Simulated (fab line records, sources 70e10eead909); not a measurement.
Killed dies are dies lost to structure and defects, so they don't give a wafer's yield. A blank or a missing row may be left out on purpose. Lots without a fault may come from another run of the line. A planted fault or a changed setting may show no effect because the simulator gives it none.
Chamber matching | flow nand_harc | NHARC_A_STAIRCASE_ETCH_169 on rie_diel-11: 4 sister chambers
The step etches the open film in CH3F/O2, target depth 50 nm, time 107.1 s. 4 wafers are shown with their chamber, then 7 later ones without.

WAFERS WITH THEIR CHAMBER
wafer  | chamber | showerhead_plenum_p_Torr (Torr)
L075.5 | 3       | 2.50
L085.3 | 0       | 2.30
L087.1 | 2       | 2.41
L087.2 | 1       | 2.39

WAFERS WITHOUT THEIR CHAMBER
wafer  | showerhead_plenum_p_Torr (Torr)
L087.3 | 2.48
L092.1 | 2.48
L092.2 | 2.29
L092.5 | 2.29
L095.1 | 2.40
L095.3 | 2.29
L095.4 | 2.38

WHICH CHAMBER EACH WENT THROUGH
wafer  | from the rows above     | in truth
L087.3 | 3                       | 3
L092.1 | 3                       | 3
L092.2 | 0                       | 0
L092.5 | 0                       | 0
L095.1 | can't be placed: 1 or 2 | 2
L095.3 | 0                       | 0
L095.4 | can't be placed: 1 or 2 | 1
Placed correctly: 5 of 7. Can't be placed from these rows: 2 (the true chamber is among the candidates in 2). Placed wrongly: 0.
How it was worked out, from the rows above alone: a wafer's distance from a chamber is the root of the sum, over the readings, of the square of ((its reading less the chamber's mean) divided by the reading's scatter). The wafer belongs to the nearest chamber; if the next one is less than 2 further off, it can't be placed. A chamber's mean is the mean of its shown wafers. The scatter: with one shown wafer a chamber, the root of the mean of the squares of how far each hidden wafer lies from its nearest shown one.
